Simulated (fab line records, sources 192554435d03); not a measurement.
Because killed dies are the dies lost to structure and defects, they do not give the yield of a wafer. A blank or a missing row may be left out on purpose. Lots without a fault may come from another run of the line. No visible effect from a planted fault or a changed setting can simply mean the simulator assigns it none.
Chamber matching -- flow n5Finfet -- 4 sister chambers for N5_BEOL_M2_VIA_ETCH_34 on rieDiel-04
The step etches the open film in C4F6/O2, target depth 69.4 nm, time 65.9 s. 20 wafers are shown with their chamber, then 10 later ones without.

== WAFERS PAIRED WITH THEIR CHAMBERS ==
wafer,chamber,drypumpMotorCurrentA (A),showerheadPlenumPTorr (Torr),rfVppV (V)
L074.1,0,5.85,2.78,672
L074.4,1,5.88,2.76,675
L074.6,3,5.24,2.91,680
L076.2,3,5.22,2.91,681
L076.4,2,5.43,2.92,680
L076.6,2,5.42,2.92,680
L082.3,3,5.23,2.90,681
L082.4,3,5.22,2.90,682
L082.6,0,5.86,2.77,672
L084.1,3,5.24,2.90,680
L084.4,0,5.87,2.77,671
L084.5,3,5.25,2.90,681
L088.2,3,5.23,2.90,681
L088.5,1,5.91,2.75,676
L088.6,2,5.41,2.91,679
L089.1,0,5.87,2.77,671
L089.2,1,5.92,2.75,673
L089.4,2,5.42,2.91,679
L091.3,3,5.25,2.89,680
L091.4,1,5.95,2.74,674

SIGNATURES (averages over the wafers above)
reading,chamber 0,chamber 1,chamber 2,chamber 3,scatter within a chamber
drypumpMotorCurrentA,5.8625,5.9150,5.4200,5.2350,0.0158
showerheadPlenumPTorr,2.7725,2.7500,2.9150,2.9013,0.00643
rfVppV,671.50,674.50,679.50,680.75,0.81
Rule: for a wafer and a chamber, the distance is found by dividing, reading by reading, the gap between the wafer's reading and the chamber's mean by the reading's scatter, squaring, summing and taking the root. If the next closest chamber is less than 2 further off than the closest, the wafer can't be placed; otherwise it belongs to the closest. The scatter: the root of (the sum of the squares of (reading less its chamber's mean) over the shown wafers, divided by (wafers less chambers)).

== WAFERS WHOSE CHAMBER IS MISSING ==
wafer,drypumpMotorCurrentA (A),showerheadPlenumPTorr (Torr),rfVppV (V)
L091.5,5.24,2.89,682
L096.1,5.87,2.76,671
L096.2,5.45,2.90,679
L096.5,5.24,2.89,682
L095.1,5.94,2.74,674
L095.2,5.43,2.90,680
L095.6,5.43,2.90,680
L097.4,5.21,2.89,680
L097.5,5.88,2.74,674
L097.6,5.85,2.76,672

== EACH ONE'S CHAMBER ==
wafer,from the rows above,in truth
L091.5,3,3
L096.1,0,0
L096.2,2,2
L096.5,3,3
L095.1,1,1
L095.2,2,2
L095.6,2,2
L097.4,3,3
L097.5,1,1
L097.6,0,0
Placed correctly: 10 of 10. Can't be placed from these rows: 0. Placed wrongly: 0.
